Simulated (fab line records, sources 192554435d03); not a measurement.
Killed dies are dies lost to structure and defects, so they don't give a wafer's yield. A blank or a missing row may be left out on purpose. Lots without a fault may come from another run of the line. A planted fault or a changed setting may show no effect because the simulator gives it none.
fab line records | flow n5_finfet
record lots=6 wafers=18 last_day=17
route steps=1938 shown BEOL_M11@1593 BEOL_M12@1602
lots that met no fault: from a run of the same line without faults
start_h: hours from the record's first day to the start of the lot's first wafer shown | wait_h: hours since the lot's step before | " the same as in the row above | L1.1+2: a row that stands for several wafers | - no value, or no start given | * or withheld: withheld | < > ~ a bound
route shown NAME@n: a module of which the file shows steps, and the number in the route of the first | usual: mean/standard deviation of fault-free wafers | same: alike in all rows | chamber/n: place in a boat | sites: the reading at each site | _std_site: their standard deviation | _edge_site: outer sites' mean less inner sites' | radius_mm: how far each site lies from the wafer's centre | mask NAME#n: copy n | behind: the tool/chamber that last shaped the wafer | hold: why the lot was held/for how many hours/how that ended | device: the transistor (n, p or np) that didn't switch | end of line: the same wafers' tests at the end of the route | a step without rows: its recipe alone | killed: dies lost to structure and defects at the first sort, not the wafer's yield | map: a wafer's dies, x killed, . not, _ none there
set.NAME: the setting as run; set.NAME@STEP: as run at that earlier step | model.NAME: the simulator's own value behind a step, which no gauge read
lots at some steps of the route; a table a step, a row a wafer
services: from which hour (start_h, from the record's first day; less than 0 if before it) a tool's chamber was out of use, for how many hours, and why
## steps
# step N5_BEOL_M11_SPUTTER_48
# recipe material=Cu target_thk_a=120 temp_c=-20 bias_v=60 power_w=26000 chamber_pressure_pa=0.13 time_s=2
# usual throttle_valve_pct=29.6/1.1
# columns lot.wafer tool chamber start_h wait_h throttle_valve_pct
L174.3 pvd_sputter-02 - 264.59 2.1 29.9
L174.4 " - " " 28.3
L174.5 " - " " 28.4
L179.1 pvd_sputter-03 - 299.74 0.1 29.1
L179.3 " - " " 29.9
L179.6 " - " " 29.0
L182.1 pvd_sputter-03 - 321.26 1.5 29.3
L182.2 " - " " 31.3
L182.6 " - " " 31.0
L183.2 pvd_sputter-03 - 322.56 0.1 27.7
L183.5 " - " " 29.2
L183.6 " - " " 27.8
L189.1 pvd_sputter-03 - 362.50 0.1 29.1
L189.3 " - " " 27.9
L189.5 " - " " 29.3
L191.3 pvd_sputter-01 - 370.82 0.1 30.0
L191.5 " - " " 28.8
L191.6 " - " " 30.9
# step N5_BEOL_M11_ECD_50
# recipe material=Cu target_thk_a=3180
# step N5_BEOL_M11_ANNEAL_51
# recipe temp_c=225 time_s=90 ambient=N2
# step N5_BEOL_M11_CMP_52
# recipe stop_on=SiCOH_lowk t_overpolish_s=7 down_force_psi=1 platen_rpm=50 clearing_platen_down_force_psi=1.5 clearing_platen_rpm=50 post_cmp_clean=cu_alkaline target_thk_nm=140 clearing_platen_pad_velocity_m_s=0.99484 pad_velocity_m_s=0.99484
# step N5_BEOL_M11_THK_MEAS_53
# recipe thk_meas_gauge=xrf reads=Cu_of_BEOL_M11_ECD_50
# usual M11_THK=142.6/3
# columns lot.wafer tool chamber start_h wait_h M11_THK[nm]
L174.3 film_metro-02 - 265.44 - 148.7
L174.4 " - " " 144.3
L174.5 " - " " 142.5
L179.1 film_metro-02 - 300.90 - 142.5
L179.3 " - " " 143.8
L179.6 " - " " 138.9
L182.1 film_metro-02 - 322.25 - 143.0
L182.2 " - " " 143.5
L182.6 " - " " 145.4
L183.2 film_metro-02 - 323.99 - 144.3
L183.5 " - " " 145.2
L183.6 " - " " 144.1
L189.1 film_metro-01 - 364.46 - 144.4
L189.3 " - " " 140.8
L189.5 " - " " 140.3
L191.3 film_metro-01 - 372.19 - 141.7
L191.5 " - " " 137.7
L191.6 " - " " 144.7
# step N5_BEOL_M11_PRE_CLEAN_55
# recipe gas=NH3 time_s=15 temp_c=withheld rf_power_w=300
# step N5_BEOL_M11_DEP_56
# recipe material=SiCN target_thk_a=300 temp_c=withheld precursor=3MS/NH3 pressure_torr=3 rf_w=675 time_s=10.5
# usual showerhead_plenum_p_Torr=4.152/0.022 throttle_valve_pct=17.9/0.93
# columns lot.wafer tool chamber start_h wait_h showerhead_plenum_p_Torr throttle_valve_pct
L174.3 pecvd-03 0 265.50 0.0 4.151 17.8
L174.4 " 1 " " 4.158 17.4
L174.5 " 0 " " 4.154 17.5
L179.1 pecvd-04 1 300.96 0.0 4.132 19.3
L179.3 " 2 " " 4.166 16.7
L179.6 " 2 " " 4.157 16.8
L182.1 pecvd-04 0 322.31 0.0 4.152 17.8
L182.2 " 1 " " 4.147 19.1
L182.6 " 2 " " 4.161 16.9
L183.2 pecvd-02 1 324.05 0.0 4.183 18.6
L183.5 " 0 " " 4.113 19.0
L183.6 " 2 " " 4.168 16.7
L189.1 pecvd-03 1 364.53 0.0 4.151 17.3
L189.3 " 2 " " 4.132 17.5
L189.5 " 2 " " 4.132 17.8
L191.3 pecvd-02 2 372.25 0.0 4.173 16.8
L191.5 " 0 " " 4.111 19.1
L191.6 " 2 " " 4.172 16.5
# step N5_BEOL_M11_RS_MEAS_57
# recipe thk_meas_gauge=four-point-probe reads=Cu_of_BEOL_M11_ECD_50+Co_of_BEOL_M11_CVD_75+TaN_of_BEOL_M11_ALD_74
# usual M11_RS=0.152/0.0031
# columns lot.wafer tool chamber start_h wait_h M11_RS[ohm/sq]
L174.3 film_metro-01 - 265.57 0.0 0.146
L174.4 " - " " 0.151
L174.5 " - " " 0.153
L179.1 film_metro-01 - 301.03 0.0 0.152
L179.3 " - " " 0.151
L179.6 " - " " 0.157
L182.1 film_metro-02 - 322.38 0.0 0.152
L182.2 " - " " 0.153
L182.6 " - " " 0.150
L183.2 film_metro-02 - 324.12 0.1 0.152
L183.5 " - " " 0.151
L183.6 " - " " 0.152
L189.1 film_metro-01 - 364.59 0.0 0.149
L189.3 " - " " 0.153
L189.5 " - " " 0.153
L191.3 film_metro-01 - 372.32 0.0 0.152
L191.5 " - " " 0.157
L191.6 " - " " 0.148
# step N5_BEOL_M11_INSPECT_58
# recipe inspect_instrument=darkfield mode=post_dep
# usual raw_defect_count=67/19
# columns lot.wafer tool chamber start_h wait_h raw_defect_count
L174.3 defect_inspect-01 - 265.59 0.0 67
L174.4 " - " " 86
L174.5 " - " " 56
L179.1 defect_inspect-02 - 301.05 0.0 60
L179.3 " - " " 59
L179.6 " - " " 64
L182.1 defect_inspect-01 - 322.40 0.0 60
L182.2 " - " " 107
L182.6 " - " " 48
L183.2 defect_inspect-01 - 324.14 0.0 58
L183.5 " - " " 78
L183.6 " - " " 72
L189.1 defect_inspect-01 - 364.62 0.0 50
L189.3 " - " " 70
L189.5 " - " " 66
L191.3 defect_inspect-01 - 372.34 0.0 58
L191.5 " - " " 56
L191.6 " - " " 59
# step N5_BEOL_M12_ILD_DEP_00
# recipe material=SiOC target_thk_a=6589.2 temp_c=350 precursor=DEMS/O2 pressure_torr=5 rf_w=500 time_s=130.7
# usual heater_power_w=408/65 showerhead_plenum_p_Torr=5.692/0.011 throttle_valve_pct=11.7/0.33
# columns lot.wafer tool chamber start_h wait_h heater_power_w showerhead_plenum_p_Torr throttle_valve_pct
L174.3 pecvd-01 0 265.63 0.0 396 5.701 12.1
L174.4 " 0 " " 422 5.701 11.9
L174.5 " 1 " " 366 5.707 11.7
L179.1 pecvd-01 1 301.09 0.0 400 5.703 11.9
L179.3 " 2 " " 329 5.707 11.8
L179.6 " 2 " " 343 5.706 12.1
L182.1 pecvd-03 2 322.44 0.0 491 5.682 11.7
L182.2 " 1 " " 369 5.704 11.5
L182.6 " 2 " " 515 5.676 11.8
L183.2 pecvd-03 1 324.18 0.0 362 5.677 11.3
L183.5 " 0 " " 463 5.709 11.5
L183.6 " 1 " " 393 5.695 11.5
L189.1 pecvd-03 1 364.65 0.0 395 5.686 11.5
L189.3 " 2 " " 549 5.687 11.5
L189.5 " 1 " " 318 5.686 11.6
L191.3 pecvd-03 2 372.43 0.1 522 5.674 11.3
L191.5 " 2 " " 420 5.669 11.5
L191.6 " 0 " " 509 5.687 11.7
# step N5_BEOL_M12_THK_MEAS_01
# recipe reads=SiOC_of_BEOL_M12_ILD_DEP_00
# usual M12_ILD_THK=663/8.3
# columns lot.wafer tool chamber start_h wait_h M12_ILD_THK[nm]
L174.3 film_metro-02 - 265.76 0.1 651
L174.4 " - " " 661
L174.5 " - " " 668
L179.1 film_metro-02 - 301.22 0.1 649
L179.3 " - " " 656
L179.6 " - " " 656
L182.1 film_metro-01 - 322.57 0.1 658
L182.2 " - " " 661
L182.6 " - " " 675
L183.2 film_metro-02 - 324.31 0.1 667
L183.5 " - " " 674
L183.6 " - " " 675
L189.1 film_metro-01 - 364.78 0.1 671
L189.3 " - " " 666
L189.5 " - " " 671
L191.3 film_metro-02 - 372.56 0.1 679
L191.5 " - " " 667
L191.6 " - " " 668
# step N5_BEOL_M12_COAT_58
# recipe resist=BARC temp_c=205 time_s=60 spin_rpm=1500 resist_thk_nm=89
# step N5_BEOL_M12_COAT_04
# recipe spin_rpm=1625 resist_thk_nm=400
# usual spin_speed_rpm=1625.1/1.4
# columns lot.wafer tool chamber start_h wait_h spin_speed_rpm model.coat_of_BEOL_M12_COAT_04.thk_nm
L174.3 litho_track-04 0 265.80 - 1624.8 399.4
L174.4 " 0 " " 1624.7 401.6
L174.5 " 0 " " 1624.4 402
L179.1 litho_track-03 0 301.26 - 1625.5 402.4
L179.3 " 0 " " 1625.4 402
L179.6 " 0 " " 1624.6 400.8
L182.1 litho_track-03 0 322.61 - 1837.9 378.6
L182.2 " 0 " " 1835.6 377
L182.6 " 0 " " 1836.6 378.6
L183.2 litho_track-03 0 324.34 - 1836.5 376.8
L183.5 " 0 " " 1838.8 377
L183.6 " 0 " " 1836.3 377.8
L189.1 litho_track-04 0 364.82 - 1625.3 398.2
L189.3 " 0 " " 1626.1 399.2
L189.5 " 0 " " 1625.7 399
L191.3 litho_track-04 0 372.60 - 1625.0 400.6
L191.5 " 0 " " 1625.4 401.2
L191.6 " 0 " " 1625.2 400
# step N5_BEOL_M12_EBR_06
# recipe solvent=PGMEA ebr_width_mm=1.5
# step N5_BEOL_M12_SOFTBAKE_05
# recipe temp_c=130 time_s=60
# step N5_BEOL_M12_EXPOSE_07
# recipe mask_id=V11 na=0.93 source_shape=conventional sigma_outer=0.6 polarization=unpolarized attpsm_phase_deg=180 dose_mj=32.5
# step N5_BEOL_M12_PEB_08
# recipe peb_temp_c=130 peb_time_s=90
# step N5_BEOL_M12_DEVELOP_09
# recipe develop_time_s=45 rinse_liquid=diw dry=air_spin dev_temp_c=21
# step N5_BEOL_M12_HARDBAKE_14
# recipe temp_c=130 time_s=120
# step N5_BEOL_M12_CD_MEAS_10
# recipe target_cd_nm=140 landing_energy_ev=500 detector=se_inlens polarity=opening
# usual cd_nm=140.7/1.7
# columns lot.wafer tool chamber start_h wait_h cd_nm
L174.3 cd_sem-02 0 266.07 - 141.4
L174.4 " 0 " " 142.2
L174.5 " 0 " " 141.3
L179.1 cd_sem-02 0 301.65 - 139.0
L179.3 " 0 " " 137.1
L179.6 " 0 " " 139.5
L182.1 cd_sem-02 0 322.87 - 140.8
L182.2 " 0 " " 141.6
L182.6 " 0 " " 142.5
L183.2 cd_sem-01 0 324.61 - 142.0
L183.5 " 0 " " 143.6
L183.6 " 0 " " 141.3
L189.1 cd_sem-02 0 365.21 - 141.4
L189.3 " 0 " " 139.8
L189.5 " 0 " " 139.5
L191.3 cd_sem-02 0 372.86 - 138.5
L191.5 " 0 " " 137.8
L191.6 " 0 " " 136.6
# step N5_BEOL_M12_OVL_MEAS_11
# recipe points_per_wafer=44
# usual V11_OVL=-1/6.1
# columns lot.wafer tool chamber start_h wait_h V11_OVL[nm]
L174.3 overlay-01 0 266.09 0.0 2
L174.4 " 0 " " 11
L174.5 " 0 " " 1
L179.1 overlay-01 0 301.68 0.0 0
L179.3 " 0 " " 4
L179.6 " 0 " " -4
L182.1 overlay-01 0 322.90 0.0 -5
L182.2 " 0 " " -7
L182.6 " 0 " " -9
L183.2 overlay-01 0 324.64 0.0 0
L183.5 " 0 " " -8
L183.6 " 0 " " 2
L189.1 overlay-02 0 365.24 0.0 -17
L189.3 " 0 " " -13
L189.5 " 0 " " -10
L191.3 overlay-02 0 372.89 0.0 2
L191.5 " 0 " " 8
L191.6 " 0 " " 6
# step N5_BEOL_M12_INSPECT_12
# recipe mode=adi inspect_instrument=macro
# usual raw_defect_count=2.2/1.4
# columns lot.wafer tool chamber start_h wait_h raw_defect_count
L174.3 defect_inspect-01 - 266.12 0.0 4
L174.4 " - " " 3
L174.5 " - " " 1
L179.1 defect_inspect-01 - 301.70 0.0 1
L179.3 " - " " 4
L179.6 " - " " 4
L182.1 defect_inspect-01 - 322.93 0.0 2
L182.2 " - " " 4
L182.6 " - " " 2
L183.2 defect_inspect-02 - 324.67 0.0 1
L183.5 " - " " 1
L183.6 " - " " 3
L189.1 defect_inspect-02 - 365.27 0.0 2
L189.3 " - " " 2
L189.5 " - " " 0
L191.3 defect_inspect-02 - 372.92 0.0 3
L191.5 " - " " 2
L191.6 " - " " 2
# step N5_BEOL_M12_DESCUM_15
# recipe chemistry=O2 time_s=7.9 source_power_w=50 bias_power_w=20 pressure_mtorr=20 rf_frequency_hz=2.712e+07 temp_c=40 o2_flow_sccm=225
# usual drypump_motor_current_A=5.9/0.35 oes_product_au=0.82/0.1 rf_vpp_V=243.3/1 showerhead_plenum_p_Torr=2.09/0.049 throttle_valve_pct=20.40/0.23
# columns lot.wafer tool chamber start_h wait_h drypump_motor_current_A oes_product_au rf_hours_counter_h rf_vpp_V showerhead_plenum_p_Torr throttle_valve_pct
L174.3 rie_diel-03 2 266.25 0.1 5.8 0.69 216 242.3 2.07 20.64
L174.4 " 2 " " 5.8 0.68 - 242.4 2.07 20.65
L174.5 " 3 " " 6.1 0.95 - 243.2 2.05 20.14
L179.1 rie_diel-03 3 302.14 0.4 6.1 0.93 26 242.6 2.04 20.17
L179.3 " 1 " " 6.0 0.89 26 243.6 2.05 20.40
L179.6 " 3 " " 6.1 0.93 - 244.3 2.04 20.15
L182.1 rie_diel-01 0 322.96 0.0 6.5 0.82 83 244.6 2.20 20.53
L182.2 " 1 " " 6.6 0.69 243 241.9 2.05 20.66
L182.6 " 2 " " 5.9 0.71 - 243.6 2.08 20.33
L183.2 rie_diel-03 0 324.70 0.0 5.5 0.94 24 244.9 2.13 20.04
L183.5 " 0 " " 5.5 0.94 - 244.5 2.13 20.06
L183.6 " 1 " " 6.0 0.88 - 241.7 2.05 20.41
L189.1 rie_diel-03 2 365.39 0.1 5.8 0.66 247 243.4 2.06 20.69
L189.3 " 1 " " 6.0 0.86 49 242.3 2.04 20.45
L189.5 " 3 " " 6.2 0.88 - 242.9 2.03 20.19
L191.3 rie_diel-03 1 372.95 0.0 6.0 0.84 52 241.6 2.04 20.44
L191.5 " 1 " " 6.0 0.84 - 243.4 2.04 20.43
L191.6 " 0 " " 5.5 0.89 - 245.4 2.12 20.07
# step N5_BEOL_M12_ETCH_59
# recipe chemistry=N2/H2 target=BARC target_depth_a=890 overetch_a=267 time_s=67.9 ion_energy_ev=200 pressure_mtorr=30 source_w=840 bias_w=150 n2_flow_sccm=200 h2_flow_sccm=200
# step N5_BEOL_M12_VIA_ETCH_16
# recipe chemistry=C4F8/O2/Ar target=SiOC pressure_mtorr=30 source_w=3000 bias_w=700 Ar_flow_sccm=400 C4F8_flow_sccm=15 O2_flow_sccm=8 he_inner_torr=15 he_outer_torr=30 target_depth_a=7248 time_s=withheld ion_energy_ev=250 ends=cleared
# usual drypump_motor_current_A=5.9/0.35 oes_product_au=0.74/0.091 rf_vpp_V=665.5/2.2 showerhead_plenum_p_Torr=3.41/0.077 throttle_valve_pct=24.18/0.23
# columns lot.wafer tool chamber start_h wait_h drypump_motor_current_A oes_product_au rf_vpp_V showerhead_plenum_p_Torr throttle_valve_pct model.coat_of_BEOL_M12_COAT_04.thk_nm
L174.3 rie_diel-03 2 266.33 0.0 5.8 0.61 665.2 3.37 24.31 126.6
L174.4 " 2 " " 5.8 0.62 665.0 3.37 24.31 126.4
L174.5 " 3 " " 6.1 0.86 664.0 3.34 23.90 120.6
L179.1 rie_diel-03 3 302.22 0.0 6.1 0.84 663.2 3.34 23.91 127.2
L179.3 " 1 " " 6.0 0.81 663.7 3.35 24.20 126
L179.6 " 3 " " 6.1 0.83 664.7 3.34 23.91 124.4
L182.1 rie_diel-01 0 323.05 0.0 6.5 0.73 670.1 3.59 24.42 102.4
L182.2 " 1 " " 6.6 0.62 664.7 3.37 24.52 98.6
L182.6 " 2 " " 5.9 0.64 666.6 3.41 24.15 97.6
L183.2 rie_diel-03 0 324.79 0.0 5.5 0.84 667.1 3.48 23.86 97
L183.5 " 0 " " 5.5 0.84 666.5 3.48 23.86 94.8
L183.6 " 1 " " 6.0 0.80 663.7 3.35 24.23 96.4
L189.1 rie_diel-03 2 365.47 0.0 5.8 0.60 664.0 3.35 24.36 120.8
L189.3 " 1 " " 6.0 0.77 663.2 3.34 24.24 120.8
L189.5 " 3 " " 6.2 0.80 663.4 3.32 23.94 117.4
L191.3 rie_diel-03 1 373.04 0.0 6.0 0.76 663.7 3.34 24.24 117.4
L191.5 " 1 " " 6.0 0.77 661.8 3.34 24.23 121.6
L191.6 " 0 " " 5.5 0.82 667.4 3.47 23.89 120.4
# step N5_BEOL_M12_STRIP_63
# recipe chemistry=N2/H2 power_w=1000 temp_c=250 h2_frac=0.65 overash_fraction=0.3 pressure_mtorr=1000 n2_flow_sccm=1750 h2_flow_sccm=3250
# usual drypump_motor_current_A=5.84/0.044 heater_power_w=349/38 oes_product_au=0.693/0.0049 strip_time_to_endpoint_s=42.5/0.73
# columns lot.wafer tool chamber start_h wait_h drypump_motor_current_A heater_power_w oes_product_au rf_hours_counter_h strip_time_to_endpoint_s
L174.3 plasma_asher-02 0 266.55 - 5.91 413 0.690 - 43.4
L174.4 " 1 " " 5.77 331 0.691 - 43.4
L174.5 " 1 " " 5.78 336 0.690 - 41.8
L179.1 plasma_asher-02 0 302.42 - 5.85 402 0.698 78 43.6
L179.3 " 0 " " 5.85 410 0.693 - 43.3
L179.6 " 0 " " 5.88 422 0.700 - 42.8
L182.1 plasma_asher-01 1 323.25 - 5.80 308 0.688 137 36.9
L182.2 " 0 " " 5.83 361 0.683 137 35.8
L182.6 " 1 " " 5.81 299 0.683 - 35.6
L183.2 plasma_asher-01 0 324.99 - 5.84 368 0.682 137 35.4
L183.5 " 1 " " 5.79 304 0.685 - 34.8
L183.6 " 0 " " 5.85 361 0.682 - 35.2
L189.1 plasma_asher-02 0 365.67 - 5.87 417 0.693 92 41.9
L189.3 " 0 " " 5.87 407 0.692 - 41.9
L189.5 " 1 " " 5.76 339 0.696 - 41.0
L191.3 plasma_asher-01 0 373.26 - 5.85 369 0.692 - 40.9
L191.5 " 1 " " 5.83 306 0.688 - 42.1
L191.6 " 0 " " 5.84 364 0.694 - 41.8
# step N5_BEOL_M12_STRIP_64
# recipe chemistry=N2/H2 power_w=1000 temp_c=250 h2_frac=0.65 overash_fraction=0.3 pressure_mtorr=withheld n2_flow_sccm=1750 h2_flow_sccm=3250
# usual drypump_motor_current_A=5.83/0.045 heater_power_w=349/37 oes_product_au=0.715/0.0047 strip_time_to_endpoint_s=31.30/0.06
# columns lot.wafer tool chamber start_h wait_h drypump_motor_current_A heater_power_w oes_product_au rf_hours_counter_h strip_time_to_endpoint_s
L174.3 plasma_asher-02 0 266.61 0.0 5.89 413 0.713 - 31.35
L174.4 " 1 " " 5.77 330 0.715 - 31.39
L174.5 " 1 " " 5.78 326 0.713 - 31.29
L179.1 plasma_asher-02 0 302.48 0.0 5.88 417 0.720 79 31.35
L179.3 " 0 " " 5.88 419 0.711 - 31.28
L179.6 " 0 " " 5.93 411 0.716 - 31.42
L182.1 plasma_asher-01 1 323.31 0.0 5.86 304 0.720 137 31.26
L182.2 " 0 " " 5.84 363 0.721 137 31.30
L182.6 " 1 " " 5.82 304 0.717 - 31.32
L183.2 plasma_asher-01 0 325.05 0.0 5.83 356 0.720 137 31.26
L183.5 " 1 " " 5.83 307 0.710 - 31.26
L183.6 " 0 " " 5.83 361 0.714 - 31.20
L189.1 plasma_asher-02 0 365.73 0.0 5.88 410 0.718 93 31.28
L189.3 " 0 " " 5.92 401 0.723 - 31.25
L189.5 " 1 " " 5.77 335 0.716 - 31.27
L191.3 plasma_asher-01 0 373.32 0.0 5.81 360 0.717 - 31.36
L191.5 " 1 " " 5.84 309 0.716 - 31.32
L191.6 " 0 " " 5.82 357 0.713 - 31.33
## services
# columns tool chamber start_h hours kind
rie_diel-03 0 242.02 - clean
rie_diel-03 0 242.02 - consumable_replace:focus_ring
rie_diel-03 0 242.02 17.0 scheduled_down
rie_diel-03 0 242.02 17.0 vent_cycle
pecvd-02 1 242.54 2.1 repair
rie_diel-03 1 261.09 19.7 repair
plasma_asher-02 - 261.19 2.8 pm
pecvd-03 - 263.84 1.6 repair
pecvd-02 - 266.62 1.8 repair
plasma_asher-01 - 282.59 1.4 repair
pecvd-03 - 307.52 3.1 repair
plasma_asher-02 - 307.61 2.4 repair
pecvd-01 - 316.10 14.6 pm
pecvd-02 2 325.63 3.6 repair
rie_diel-03 2 333.64 14.0 repair
pecvd-04 - 335.62 0.3 repair
pvd_sputter-03 - 340.21 4.5 repair
plasma_asher-01 - 349.76 10.1 repair
pecvd-03 - 350.19 1.3 repair
rie_diel-01 0 350.57 4.9 repair
pecvd-03 - 365.61 4.8 repair
rie_diel-01 3 365.79 24.3 repair
rie_diel-03 2 371.85 - clean
rie_diel-03 2 371.85 - consumable_replace:focus_ring
## key
first_sign step=N5_BEOL_M12_COAT_04 reading=spin_speed_rpm direction=up sigmas=99+ usual=* struck=*
effect step=N5_BEOL_M12_STRIP_63 reading=strip_time_to_endpoint_s direction=down sigmas=9.4 usual=* struck=*
model_effect step=N5_BEOL_M12_COAT_04 value=coat_of_BEOL_M12_COAT_04.thk_nm without=401.6 struck=377.6
model_effect step=N5_BEOL_M12_VIA_ETCH_16 value=coat_of_BEOL_M12_COAT_04.thk_nm without=121.8 struck=97.8
met_at N5_BEOL_M12_COAT_04
struck_wafers L182.1,L182.2,L182.6,L183.2,L183.5,L183.6
onset_between 301.26 322.61
fault kind=process_parameter_drift tool=litho_track-03 chamber=- onset_h=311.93 steps=N5_BEOL_M12_COAT_04 channel=spin_rpm offset=* shape=step end_h=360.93 acts_in=* stated=*
